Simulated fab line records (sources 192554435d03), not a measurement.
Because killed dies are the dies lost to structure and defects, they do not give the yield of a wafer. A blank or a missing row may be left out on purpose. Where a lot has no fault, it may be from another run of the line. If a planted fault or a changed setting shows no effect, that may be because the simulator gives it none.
Which tool was responsible? -- flow n5-finfet -- Sampling: 11 lots, 32 wafers, 3 of 1938 route steps

## WHAT EACH GAUGE READ, for each wafer
N5_BEOL_M8_THK_MEAS_01.
lot,measured,on,M8_ILD_THK (nm)
L313,day 8 21:16,film-metro-02,157.2 158.0 160.2
L315,day 9 16:50,film-metro-02,154.2 155.7 158.0
L316,day 9 18:29,film-metro-01,151.8 155.8 154.2
L321,day 11 09:56,film-metro-01,156.4 153.0 156.4
L323,day 11 15:40,film-metro-02,151.0 154.0
L324,day 11 16:23,film-metro-01,156.0 153.9 152.8
L322,day 11 20:32,film-metro-01,156.0 159.2 156.0
L329,day 13 07:52,film-metro-01,155.8 172.3 175.5
L332,day 14 04:11,film-metro-01,151.7 153.5 155.3
L334,day 14 09:24,film-metro-02,151.8 153.4 151.9
L336,day 14 17:11,film-metro-02,151.8 154.5 155.6

## EACH LOT AND THE TOOL THAT RAN IT (in order: tool; ch and the chambers of the sampled wafers; start)
lot,N5_BEOL_M7_CMP_52,N5_BEOL_M8_ILD_DEP_00
L313,"cmp-03 ch 1,3, day 8 20:14","pecvd-02 ch 0,1, day 8 20:41"
L315,"cmp-03 ch 0,2, day 9 15:44","pecvd-04 ch 0,1,2, day 9 16:12"
L316,"cmp-03 ch 0,1,2, day 9 16:56","pecvd-02 ch 0,2, day 9 17:26"
L321,"cmp-02 ch 1,3, day 11 08:52","pecvd-02 ch 0,1,2, day 11 09:21"
L323,"cmp-04 ch 2,3, day 11 14:43","pecvd-03 ch 0, day 11 15:05"
L324,"cmp-03 ch 1,2, day 11 15:22","pecvd-04 ch 0,1,2, day 11 15:49"
L322,"cmp-03 ch 1,2,3, day 11 19:33","pecvd-02 ch 0,1,2, day 11 19:58"
L329,"cmp-02 ch 0,2,3, day 13 06:47","pecvd-04 ch 0,2, day 13 07:17"
L332,"cmp-02 ch 2,3, day 14 02:39","pecvd-02 ch 1,2, day 14 03:08"
L334,"cmp-04 ch 0,2,3, day 14 08:20","pecvd-02 ch 0,2, day 14 08:49"
L336,"cmp-02 ch 1,2, day 14 16:10","pecvd-02 ch 1,2, day 14 16:37"
- N5_BEOL_M7_CMP_52: polishes, stops on SiCOH lowk, t overpolish 6.9 s, target thk 80 nm.
- N5_BEOL_M8_ILD_DEP_00: deposits SiCOH lowk from DEMS/porogen, target thk 179.75 nm, time 33.4 s.

## THE ANSWER, worked out from the rows above alone
Rule: usual is defined by the lots themselves. The widest of any qualifying gaps counts: lots, ordered by their means at a reading, are off when they make up no more than a third of the lots, leave a main group of 4 or more, and stand apart from it by 3 or more times the standard deviation of that group's means. Not used: any main group whose means are identical at the precision the tables above print for the reading. Also off: a lot with no number at a reading for which 4 or more lots have one. All remaining lots with rows at the step are treated as sound.
Off: at N5_BEOL_M8_THK_MEAS_01 (M8_ILD_THK), L329. Mean 154.7 nm and standard deviation 1.9 in the main group.
If a tool, at a process step before that reading, ran all the lots that are off and no sound lot after the first of them, it fits. Those tools and the gauges at N5_BEOL_M8_THK_MEAS_01 are tried in the same way. One fits: pecvd-04 at N5_BEOL_M8_ILD_DEP_00. A fault onset in the window from L324 (day 11 15:49, its last sound lot) to L329 (day 13 07:17, its first lot off) fits.

## WHAT THE SIMULATOR PUT IN
pecvd-04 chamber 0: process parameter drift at N5_BEOL_M8_ILD_DEP_00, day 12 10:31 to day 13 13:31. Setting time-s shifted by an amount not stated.
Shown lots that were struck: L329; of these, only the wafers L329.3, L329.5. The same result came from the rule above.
